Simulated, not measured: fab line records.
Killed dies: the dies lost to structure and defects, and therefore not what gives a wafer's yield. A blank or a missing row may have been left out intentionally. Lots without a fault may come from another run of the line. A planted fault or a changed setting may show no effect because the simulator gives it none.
Which of the tools did it? -- flow n5_finfet -- Sampling: 14 lots, 42 wafers, 3 of 1938 route steps

== WHAT EACH GAUGE READ, for each wafer ==
N5_PASSIVATION_CD_MEAS_10 targets a cd of 3000 nm.
lot,measured,on,cd_nm (nm)
L669,day 12 22:48,cd_sem-03,2998.7 3002.5 2999.6
L671,day 13 03:20,cd_sem-01,3000.7 2999.4 2997.5
L670,day 12 22:38,cd_sem-01,2999.2 2999.2 3002.4
L673,day 13 20:38,cd_sem-02,3000.9 3002.1 3001.8
L674,day 14 19:05,cd_sem-01,3003.6 3000.7 3002.4
L675,day 15 03:47,cd_sem-01,3000.0 3002.0 3001.6
L676,day 15 03:37,cd_sem-03,2999.0 3000.7 3000.8
L684,day 18 00:59,cd_sem-02,2997.9 2999.0 3001.3
L687,day 18 04:55,cd_sem-02,2999.0 2999.4 2999.5
L685,day 18 07:47,cd_sem-03,3002.9 3003.1 2998.5
L689,day 18 09:08,cd_sem-03,3003.0 3001.4 2999.4
L686,day 18 18:52,cd_sem-01,3002.5 2999.5 3001.0
L691,day 19 12:36,cd_sem-02,3002.5 3002.6 3000.5
L690,day 19 11:45,cd_sem-02,3000.1 3001.9 2997.8

== WHICH TOOL RAN EACH LOT (tool, then ch and the chambers of the sampled wafers, then the start) ==
lot,N5_BEOL_M15_ETCH_61,N5_BEOL_M15_STRIP_62
L669,"rie_diel-03 ch 1,3, day 12 12:50","rie_diel-05 ch 0,2, day 12 22:48 or earlier"
L671,"rie_diel-02 ch 1,3, day 12 13:00","rie_diel-05 ch 1,2, day 13 03:20 or earlier"
L670,"rie_diel-02 ch 1,2,3, day 12 13:55","rie_diel-02 ch 1,2,3, day 12 22:38 or earlier"
L673,"rie_diel-02 ch 1,3, day 13 10:34","rie_diel-03 ch 0,1,3, day 13 20:38 or earlier"
L674,"rie_diel-02 ch 0,1,3, day 14 07:55","rie_diel-03 ch 0,1,3, day 14 19:05 or earlier"
L675,"rie_diel-05 ch 0,1,2, day 14 14:07","rie_diel-02 ch 0,1,2, day 15 03:47 or earlier"
L676,"rie_diel-02 ch 0,2,3, day 14 14:26","rie_diel-05 ch 1,2,3, day 15 03:37 or earlier"
L684,"rie_diel-02 ch 0,1,2, day 17 10:58","rie_diel-02 ch 1,2, day 18 00:59 or earlier"
L687,"rie_diel-02 ch 0,2, day 17 15:05","rie_diel-05 ch 0,3, day 18 04:55 or earlier"
L685,"rie_diel-05 ch 1,2,3, day 17 15:11","rie_diel-02 ch 0,1,2, day 18 07:47 or earlier"
L689,"rie_diel-05 ch 0,1,3, day 18 00:28","rie_diel-03 ch 1,2,3, day 18 09:08 or earlier"
L686,"rie_diel-05 ch 0,2, day 18 00:48","rie_diel-05 ch 0,1,3, day 18 18:52 or earlier"
L691,"rie_diel-05 ch 0,1,3, day 18 23:35","rie_diel-05 ch 0,1,2, day 19 12:36 or earlier"
L690,"rie_diel-03 ch 1,3, day 19 00:04","rie_diel-02 ch 0,2,3, day 19 11:45 or earlier"
- N5_BEOL_M15_ETCH_61: etches BARC in N2/H2, target depth 89 nm, overetch 26.7 nm, time 67.9 s.
- N5_BEOL_M15_STRIP_62: strips in O2.

== WHAT THE TOOLS THEMSELVES READ (means of the sampled wafers that have a number; where no wafer has one, the mark that the record gives instead) ==
N5_BEOL_M15_ETCH_61.
lot,tool,drypump_motor_current_A (A),oes_product_au (a.u.),rf_vpp_V (V),showerhead_plenum_p_Torr (Torr),throttle_valve_pct (%)
L669,rie_diel-03,6.0,0.74,523.2,2.51,17.47
L671,rie_diel-02,6.3,0.63,521.2,2.41,17.86
L670,rie_diel-02,6.0,0.62,522.0,2.48,17.85
L673,rie_diel-02,6.3,0.62,520.4,2.41,17.87
L674,rie_diel-02,5.8,0.68,521.3,2.47,17.63
L675,rie_diel-05,5.5,0.75,525.4,2.62,17.60
L676,rie_diel-02,5.5,0.67,524.3,2.53,17.63
L684,rie_diel-02,5.7,0.66,524.4,2.53,17.72
L687,rie_diel-02,5.4,0.65,524.8,2.60,17.69
L685,rie_diel-05,5.3,0.74,527.2,2.64,17.52
L689,rie_diel-05,5.3,0.73,524.3,2.57,17.59
L686,rie_diel-05,5.6,0.74,525.9,2.61,17.64
L691,rie_diel-05,5.3,0.72,525.0,2.56,17.60
L690,rie_diel-03,5.6,0.66,524.4,2.53,17.69

N5_BEOL_M15_STRIP_62.
lot,tool,drypump_motor_current_A (A),oes_product_au (a.u.),rf_vpp_V (V),showerhead_plenum_p_Torr (Torr),throttle_valve_pct (%)
L669,rie_diel-05,5.6,0.94,3.5,2.13,16.60
L671,rie_diel-05,5.4,0.87,3.5,2.22,16.44
L670,rie_diel-02,6.0,0.72,4.2,2.05,16.74
L673,rie_diel-03,5.6,0.80,3.5,2.10,16.43
L674,rie_diel-03,5.6,0.79,3.7,2.10,16.46
L675,rie_diel-02,5.7,0.79,3.8,2.11,16.54
L676,rie_diel-05,5.3,0.90,3.9,2.19,16.44
L684,rie_diel-02,5.9,0.69,3.6,2.11,16.80
L687,rie_diel-05,5.2,0.91,3.5,2.11,16.47
L685,rie_diel-02,5.7,0.77,3.4,2.10,16.58
L689,rie_diel-03,5.7,0.82,3.8,2.08,16.32
L686,rie_diel-05,5.3,0.85,3.9,2.13,16.51
L691,rie_diel-05,5.5,0.84,3.2,2.16,16.60
L690,rie_diel-02,5.5,0.93,3.5,2.18,16.25

== THE ANSWER, worked out from the rows above alone ==
Rule: the usual values come from the lots themselves. The widest of any qualifying gaps counts: lots, ordered by their means at a reading, are off when they make up no more than a third of the lots, leave a main group of 4 or more, and stand apart from it by 3 or more times the standard deviation of that group's means. The tables above print the reading to a certain number of digits; a main group whose means all agree to those digits is not used. Also off: a lot with no number at a reading for which 4 or more lots have one. All remaining lots with rows at the step are treated as sound. Order of review: gauges by route order, followed by the tools' own readings, for which a lot's mean as printed above is used. At the first step where some lot is off, the reading lying furthest off is the one used; lots without a number count as furthest.
Across all readings shown, no lot is off: no conclusion can be drawn from this.

== WHAT THE SIMULATOR HAD INSERTED ==
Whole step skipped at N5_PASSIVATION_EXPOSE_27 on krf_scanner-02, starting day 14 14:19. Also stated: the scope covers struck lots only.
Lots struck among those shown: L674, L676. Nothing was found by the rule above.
